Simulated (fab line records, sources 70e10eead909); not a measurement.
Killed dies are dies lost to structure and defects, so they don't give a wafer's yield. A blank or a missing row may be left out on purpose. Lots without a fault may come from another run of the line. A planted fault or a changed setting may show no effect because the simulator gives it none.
Which tool did it? | flow nand_harc | 13 lots, 39 wafers sampled, at 5 steps of a route of 1159

WHAT THE GAUGES READ, wafer by wafer
NHARC_END_SORT_01. Usual: killed_at_array 28, standard deviation 12; killed_at_other 0.8, standard deviation 1.1; killed_at_periphery 3.6, standard deviation 2.3; killed_dies 32, standard deviation 12; killed_open 3.4, standard deviation 1.9; killed_short 2.0, standard deviation 1.3.
lot  | measured     | on        | killed_at_array | killed_at_other | killed_at_periphery | killed_dies | killed_open | killed_short | flag
L328 | day 19 03:26 | prober-01 | 36 37 33        | 0 0 0           | 1 3 2               | 37 40 35    | 3 4 3       | 3 2 0        |
L337 | day 21 10:28 | prober-02 | 11 16 12        | 3 1 1           | 7 6 6               | 21 23 19    | 4 7 1       | 2 4 5        |
L344 | day 23 08:17 | prober-02 | 53 125 129      | 2 3 1           | 4 5 4               | 59 133 134  | 3 3 2       | 2 3 3        | OFF
L346 | day 23 16:52 | prober-02 | 102 120 27      | 0 1 1           | 2 2 5               | 104 123 33  | 4 3 3       | 2 2 1        | OFF
L347 | day 24 22:05 | prober-01 | 18 28 24        | 2 0 0           | 8 6 7               | 28 34 31    | 2 1 6       | 2 6 3        |

WHICH TOOL RAN EACH LOT (tool, then ch and the chambers of the sampled wafers, then the start)
lot  | NHARC_A_CONTACT_ETCH_112             | NHARC_THIN_TSV_STRIP_45              | NHARC_THIN_TSV_DEP_47           | NHARC_THIN_TSV_ETCH_36
L328 | har_cap_etch-03 ch 0,1, day 16 02:43 | plasma_asher-01 ch 0,1, day 18 08:35 | pecvd-02 ch 0,2, day 18 09:29   | rie_metal-03 ch 0,1, day 18 14:08
L329 | har_cap_etch-03 ch 0,1, day 16 13:53 | plasma_asher-02 ch 0, day 18 18:46   | pecvd-03 ch 0,1,2, day 18 19:31 | rie_metal-02 ch 0,1, day 19 00:03
L330 | har_cap_etch-01 ch 0,1, day 16 13:59 | plasma_asher-02 ch 0,1, day 18 19:38 | pecvd-02 ch 0,2, day 18 20:26   | rie_metal-01 ch 0,1, day 19 01:14
L333 | har_cap_etch-02 ch 0,1, day 17 01:22 | plasma_asher-02 ch 0, day 19 06:26   | pecvd-03 ch 1,2, day 19 07:16   | rie_metal-02 ch 0,1, day 19 11:55
L334 | har_cap_etch-03 ch 0,1, day 17 01:37 | plasma_asher-01 ch 0,1, day 19 03:21 | pecvd-03 ch 0,1, day 19 04:08   | rie_metal-02 ch 0,1, day 19 08:38
L332 | har_cap_etch-01 ch 0,1, day 17 06:50 | plasma_asher-01 ch 0,1, day 19 12:37 | pecvd-01 ch 0,1,2, day 19 13:27 | rie_metal-02 ch 0,1, day 19 18:00
L335 | har_cap_etch-02 ch 0,1, day 18 00:11 | plasma_asher-01 ch 0,1, day 20 08:45 | pecvd-01 ch 1,2, day 20 09:31   | rie_metal-03 ch 0,1, day 20 14:41
L337 | har_cap_etch-02 ch 0,1, day 18 14:08 | plasma_asher-01 ch 0,1, day 20 13:38 | pecvd-02 ch 0,2, day 20 14:27   | rie_metal-02 ch 0,1, day 20 19:13
L344 | har_cap_etch-02 ch 0,1, day 20 05:37 | plasma_asher-02 ch 0,1, day 22 18:33 | pecvd-03 ch 0,2, day 22 19:26   | rie_metal-01 ch 0,1, day 23 00:07
L346 | har_cap_etch-02 ch 0,1, day 20 17:50 | plasma_asher-02 ch 0,1, day 23 01:29 | pecvd-01 ch 0,1,2, day 23 02:18 | rie_metal-02 ch 0,1, day 23 07:02
L348 | har_cap_etch-01 ch 0,1, day 21 19:26 | plasma_asher-02 ch 0,1, day 23 20:29 | pecvd-03 ch 1,2, day 23 21:14   | rie_metal-03 ch 0,1, day 24 02:16
L347 | har_cap_etch-01 ch 0,1, day 22 04:08 | plasma_asher-01 ch 0,1, day 24 07:59 | pecvd-03 ch 0,1, day 24 08:47   | rie_metal-03 ch 0,1, day 24 13:47
L351 | har_cap_etch-01 ch 0, day 22 08:11   | plasma_asher-01 ch 0,1, day 24 14:29 | pecvd-01 ch 0,1,2, day 24 15:23 | rie_metal-01 ch 0, day 24 20:09
- NHARC_A_CONTACT_ETCH_112: etches the open film in C4F8/O2/Ar, time 94 s, target depth 922 nm.
- NHARC_THIN_TSV_STRIP_45: strips in O2.
- NHARC_THIN_TSV_DEP_47: deposits SiO2, target thk 200 nm.
- NHARC_THIN_TSV_ETCH_36: etches the open film in Cl2/BCl3, target depth 65 nm, time 18.571 s.

WHAT THE TOOLS THEMSELVES READ (means of the sampled wafers that have a number; where no wafer has one, the mark that the record gives instead)
NHARC_THIN_TSV_STRIP_45. Usual: drypump_motor_current_A 6.0 A, standard deviation 0.32; heater_power_w 307 W, standard deviation 17.
lot  | tool            | drypump_motor_current_A (A) | heater_power_w (W) | flag
L328 | plasma_asher-01 | 5.8                         | 312                |
L329 | plasma_asher-02 | 5.9                         | 307                |
L330 | plasma_asher-02 | 6.1                         | 300                |
L333 | plasma_asher-02 | 5.9                         | 301                |
L334 | plasma_asher-01 | 6.1                         | 298                |
L332 | plasma_asher-01 | 6.0                         | 297                |
L335 | plasma_asher-01 | 5.8                         | 319                |
L337 | plasma_asher-01 | 6.1                         | 305                |
L344 | plasma_asher-02 | 6.1                         | 303                |
L346 | plasma_asher-02 | 6.2                         | 303                |
L348 | plasma_asher-02 | 6.2                         | 294                |
L347 | plasma_asher-01 | 5.8                         | 320                |
L351 | plasma_asher-01 | 5.8                         | 314                |

NHARC_THIN_TSV_DEP_47. Usual: showerhead_vpp_V 1843 V, standard deviation 110; throttle_valve_pct 15.6 %, standard deviation 0.66.
lot  | tool     | showerhead_vpp_V (V) | throttle_valve_pct (%) | flag
L328 | pecvd-02 | 1806                 | 15.1                   |
L329 | pecvd-03 | 1785                 | 15.3                   |
L330 | pecvd-02 | 1892                 | 15.8                   |
L333 | pecvd-03 | 1850                 | 15.3                   |
L334 | pecvd-03 | 1867                 | 14.5                   |
L332 | pecvd-01 | 1851                 | 15.7                   |
L335 | pecvd-01 | 1812                 | 15.6                   |
L337 | pecvd-02 | 1819                 | 15.2                   |
L344 | pecvd-03 | 1743                 | 15.2                   |
L346 | pecvd-01 | 1850                 | 15.6                   |
L348 | pecvd-03 | 1779                 | 15.8                   |
L347 | pecvd-03 | 1821                 | 14.9                   |
L351 | pecvd-01 | 1861                 | 15.8                   |

NHARC_THIN_TSV_ETCH_36. Usual: drypump_motor_current_A 5.8 A, standard deviation 0.59; oes_product_au 0.999 a.u., standard deviation 0.0066.
lot  | tool         | drypump_motor_current_A (A) | oes_product_au (a.u.) | flag
L328 | rie_metal-03 | 5.7                         | 1.001                 |
L329 | rie_metal-02 | 5.2                         | 0.995                 |
L330 | rie_metal-01 | 6.1                         | 1.003                 |
L333 | rie_metal-02 | 5.4                         | 0.996                 |
L334 | rie_metal-02 | 5.2                         | 1.003                 |
L332 | rie_metal-02 | 5.2                         | 0.999                 |
L335 | rie_metal-03 | 6.2                         | 0.997                 |
L337 | rie_metal-02 | 5.4                         | 1.001                 |
L344 | rie_metal-01 | 5.9                         | 0.999                 |
L346 | rie_metal-02 | 5.2                         | 1.000                 |
L348 | rie_metal-03 | 5.7                         | 0.989                 |
L347 | rie_metal-03 | 5.7                         | 0.993                 |
L351 | rie_metal-01 | 6.3                         | 0.994                 |

THE ANSWER, worked out from the rows above alone
Rule: a lot is off if the mean of its wafers that have a number lies more than 3 standard deviations from the usual mean. A lot without any number at a reading at which 4 lots or more have one is off too. The other lots that the step has rows for count as sound. The gauges are gone through in route order, then the tools' own readings, and for those a lot's mean is taken as printed above. The first step at which some lot is off is used, and at that step the reading that is off furthest; a lot without a number counts as furthest.
Off: L344, L346, at NHARC_END_SORT_01 (killed_dies). Neither off nor sound, because the step has no rows for them: L329, L330, L333, L334, L332, L335, L348, L351.
A tool fits if, at a process step before that reading, it ran every lot that is off, and no sound lot after the first of them. The gauges at NHARC_END_SORT_01 are tried like those tools. Can't be told from this: 3 tools fit, har_cap_etch-02 at NHARC_A_CONTACT_ETCH_112, plasma_asher-02 at NHARC_THIN_TSV_STRIP_45, prober-02 at NHARC_END_SORT_01.

WHAT THE SIMULATOR HAD PUT IN
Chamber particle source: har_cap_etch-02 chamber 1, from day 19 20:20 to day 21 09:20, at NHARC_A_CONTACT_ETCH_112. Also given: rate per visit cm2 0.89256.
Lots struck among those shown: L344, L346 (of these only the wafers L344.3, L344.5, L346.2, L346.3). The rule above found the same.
